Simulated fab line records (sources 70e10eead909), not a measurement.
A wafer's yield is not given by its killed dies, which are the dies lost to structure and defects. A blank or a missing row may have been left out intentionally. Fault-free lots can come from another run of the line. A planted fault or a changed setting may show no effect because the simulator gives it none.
Matching of chambers + flow nand-harc + NHARC_A_M0_PRE_CLEAN_31 on pecvd-03 has 3 sister chambers
The step time 12 s. 3 wafers are shown with their chamber, then 8 later ones without.

== WAFERS, EACH WITH ITS CHAMBER ==
| wafer  | chamber | heater-power-w (W) |
|--------|---------|--------------------|
| L084.3 | 1       | 615                |
| L084.6 | 2       | 700                |
| L086.2 | 0       | 757                |

== WAFERS WITHOUT THEIR CHAMBER ==
| wafer  | heater-power-w (W) |
|--------|--------------------|
| L086.4 | 529                |
| L086.5 | 723                |
| L087.2 | 735                |
| L087.5 | 587                |
| L087.6 | 725                |
| L088.4 | 644                |
| L088.5 | 621                |
| L088.6 | 589                |

== WHICH CHAMBER EACH ONE RAN IN ==
| wafer  | from the rows above     | in truth |
|--------|-------------------------|----------|
| L086.4 | 1                       | 1        |
| L086.5 | can't be placed: 2 or 0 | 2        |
| L087.2 | can't be placed: 0 or 2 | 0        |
| L087.5 | 1                       | 1        |
| L087.6 | can't be placed: 2 or 0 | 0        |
| L088.4 | can't be placed: 1 or 2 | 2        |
| L088.5 | can't be placed: 1 or 2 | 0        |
| L088.6 | 1                       | 1        |
Placed correctly: 3 of 8. Can't be placed from these rows: 5 (the true chamber is among the candidates in 4). 0 placed wrongly.
How it was worked out, from the rows above alone: a wafer's distance from a chamber is the root of the sum, over the readings, of the square of ((its reading less the chamber's mean) divided by the reading's scatter). The wafer belongs to the nearest chamber; if the next one is less than 2 further off, it can't be placed. For every chamber, the mean is computed from those of its wafers that are shown. The scatter: root of mean squared gap, hidden wafer to nearest shown wafer, with one shown wafer a chamber.
